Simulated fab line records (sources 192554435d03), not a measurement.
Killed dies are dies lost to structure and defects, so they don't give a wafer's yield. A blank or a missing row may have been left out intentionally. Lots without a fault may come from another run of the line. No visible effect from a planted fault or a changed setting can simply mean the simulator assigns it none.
A struck lot beside a sound one :: flow n5Finfet :: 16 out of 1938 route steps
Sound: wafers L594.3, L594.4, L594.5. Wafers L596.1, L596.6 were the ones struck. The cause is given at the end.
Each step with rows lists, per side, the tool, then ch with its chambers, then its first start. Under that, the readings that differ: sound wafers :: struck wafers :: difference of the means :: sigmas: that difference in standard deviations of wafers without a fault.
alike: readings with means less than 2 such deviations apart, plus words and numbers identical on both sides. not compared: withheld readings, readings lacking a value on some wafer, bounds such as >300 that could conceal the same value, and numbers that have no deviation in the record and whose values overlap.
The two part at a step that has a row with sigmas, a row that says differs or no value, or rows on one side only. Non-overlapping numbers with no deviation appear without sigmas and do not part them. Lack of a reading on every wafer of one side parts them only where that side has two or more wafers.

first, 1 step without rows for these wafers: N5_BEOL_M0_WET_ETCH_106 (etches SiO2 in DHF, target depth 130 nm, rinse time 30 s).
N5_BEOL_M0_ETCH_128: etches SiCN in CF4/N2, target depth 12 nm, overetch 5.1 nm, time 21.4 s.
  sound on rieDiel-02 ch 0,1, day 10 04:50; struck on rieDiel-06 ch 0,1, day 10 16:30
  alike: drypumpMotorCurrentA, oesProductAu, rfVppV, showerheadPlenumPTorr, throttleValvePct
  not compared: rfHoursCounterH
then, 1 step without rows for these wafers: N5_BEOL_M0_TRENCH_ETCH_107 (etches SiOC in C4F6/O2, target depth 32.8 nm, time 16.4 s).
N5_BEOL_M0_STRIP_142: strips in N2/H2, time 10 s.
  sound on rieDiel-02 ch 0,1, day 10 04:54; struck on rieDiel-06 ch 0,1, day 10 16:34
  alike: drypumpMotorCurrentA, h2FlowSccm, oesProductAu, rfVppV, showerheadPlenumPTorr, throttleValvePct
  not compared: rfHoursCounterH
N5_BEOL_M0_OCD_MEAS_108:
  sound on ocd-02, day 10 04:59; struck on ocd-02, day 10 16:40
  alike: trenchDepthNm
then, 2 steps without rows for these wafers: N5_BEOL_M0_HM_STRIP_129 (strips TiN in peroxide tin strip, target depth 17 nm, time 108 s); N5_BEOL_M0_SRD_130 (time 30 s).
N5_BEOL_M0_ETCH_109: etches SiCN in CH3F/O2, target depth 8 nm, overetch 2.4 nm, time 27.4 s.
  sound on rieDiel-06 ch 1,2, day 10 05:05; struck on rieDiel-02 ch 0,3, day 10 16:46
  alike: drypumpMotorCurrentA, oesProductAu, rfVppV, showerheadPlenumPTorr, throttleValvePct
  not compared: rfHoursCounterH
then, 2 steps without rows for these wafers: N5_BEOL_M0_STRIP_139 (strips in post etch residue remover, time 60 s); N5_BEOL_M0_SRD_111 (time 30 s).
N5_BEOL_M0_DEGAS_112: time 60 s.
  sound on pvdSputter-03, day 10 05:52; struck on pvdSputter-02, day 10 17:23
  alike: heaterPowerW
then, 1 step without rows for these wafers: N5_BEOL_M0_PRE_CLEAN_113 (time 30 s).
N5_BEOL_M0_ALD_136: deposits TaN, pulse time 2 s, purge time 3 s, co reactant purge time 2 s.
  sound on aldMetal-04 ch 1,2,3, day 10 05:58; struck on aldMetal-01 ch 2,3, day 10 17:29
reading: coReactantPulseTimeS (s)
sound: 3 3 3
struck: 2.6125 2.6125
difference: -0.3875
sigmas: 
  alike: heaterPowerW
N5_BEOL_M0_SURFACE_TREAT_137:
  sound on pvdSputter-02, day 10 06:50; struck on pvdSputter-03, day 10 17:51
  not compared: throttleValvePct
N5_BEOL_M4_RC_MEAS_101:
  sound on prober-02 ch 0, day 12 10:07; struck on prober-02 ch 0, day 12 16:51
  alike: DIBL_N, DIBL_P, IOFF_N, IOFF_P, ION_N, ION_P, SS_N, SS_P, VT_N, VT_P
N5_PASSIVATION_PROBE_49:
  sound wafers here have rows in the record (prober-01, day 16 22:15); struck ones have none

## WHERE THEY PART
Only at N5_PASSIVATION_PROBE_49, as far as this record shows.

WHY: what the simulator had put in
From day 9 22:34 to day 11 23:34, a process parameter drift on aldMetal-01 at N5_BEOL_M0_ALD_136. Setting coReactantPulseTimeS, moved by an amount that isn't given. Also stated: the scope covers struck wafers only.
